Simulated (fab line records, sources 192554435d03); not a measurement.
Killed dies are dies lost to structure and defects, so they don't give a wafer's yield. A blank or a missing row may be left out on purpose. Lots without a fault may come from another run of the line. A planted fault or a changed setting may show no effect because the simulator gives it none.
Problem report in the 8D (eight disciplines) form, filled by code | flow n5_finfet | the parts of the form that need people (team, actions taken, sign-off) are left out

1. THE PROBLEM
spin_speed_rpm at N5_BEOL_M2_COAT_67 reads a mean of 1596.3 rpm on 6 wafers of 2 lots; wafers without a fault read 1500.0 rpm with a standard deviation of 0.95. That is +99 or more standard deviations from the usual mean.
The step: time 60 s, resist thk 60 nm.
First seen on wafer L509.1, day 9 23:23, on litho_track-04. The record holds 30 wafers of 10 lots with a number at this step. Rule for "out", or "out of limits": more than 4 standard deviations from the usual mean. The other wafers with a number count as sound.

2. WHAT IT IS AND WHAT IT IS NOT
question                    | is                     | is not
which readings at this step | spin_speed_rpm         | plate_temp_C
which lots                  | L509, L511             | L496, L499, L505, L507, L513, L514, L515, L516
which wafers of those lots  | all that have a number | -
read on which tools         | litho_track-04         | litho_track-01, litho_track-02
when                        | from day 9 23:23       | up to then (12 sound wafers); but 12 sound wafers of L513, L514, L515, L516 came after

3. SUSPECTS, AND WHAT RULES EACH OUT
Counting: a tool at a process step up to the reading stays a suspect if it ran every lot that is out and no sound lot after the first of them.
- rie_diel-03 at N5_BEOL_M2_DESCUM_16 (chemistry O2, time 7 s): kept. It ran every lot that is out, first L509 (day 9 22:55), and no sound lot after that; its last sound lot up to then is L505 (day 9 10:29).
- litho_track-04 at N5_BEOL_M2_COAT_67 (time 60 s, resist thk 60 nm): kept. It ran every lot that is out, first L509 (day 9 23:23), and no sound lot after that; its last sound lot up to then is L507 (day 9 19:13). Its own readings are out on those wafers: spin_speed_rpm.
Left after counting: rie_diel-03 at N5_BEOL_M2_DESCUM_16, litho_track-04 at N5_BEOL_M2_COAT_67.

4. THE CAUSE (what the simulator had put in)
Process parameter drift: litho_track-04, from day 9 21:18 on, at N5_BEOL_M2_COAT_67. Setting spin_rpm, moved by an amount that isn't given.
Counting left 2 suspects, and this tool is among them.

5. THE CHAIN OF EFFECTS, in route order
Each row: a reading whose mean over the struck wafers that have a number lies more than 3 standard deviations from the usual. Only readings for which the record gives a usual standard deviation are gone through. hours: the time from each lot's start at the first step in this table that gives one to its start at this step, as a median over the lots. sigmas: the change in usual standard deviations.
hours | step               | reading        | usual      | on struck wafers | change | sigmas
0     | N5_BEOL_M2_COAT_67 | spin_speed_rpm | 1500.0 rpm | 1596.3           | +96.3  | +99 or more
The process steps in it:
- N5_BEOL_M2_COAT_67: time 60 s, resist thk 60 nm.
Later measuring or inspecting steps at which every struck wafer that the step has a row for has a number for every such reading, and none has moved that far: N5_BEOL_M4_RC_MEAS_101.

6. WHAT WOULD HAVE CAUGHT IT SOONER
In this record the first reading out of limits was taken at day 9 23:23, 2 hours after the fault began at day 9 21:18.
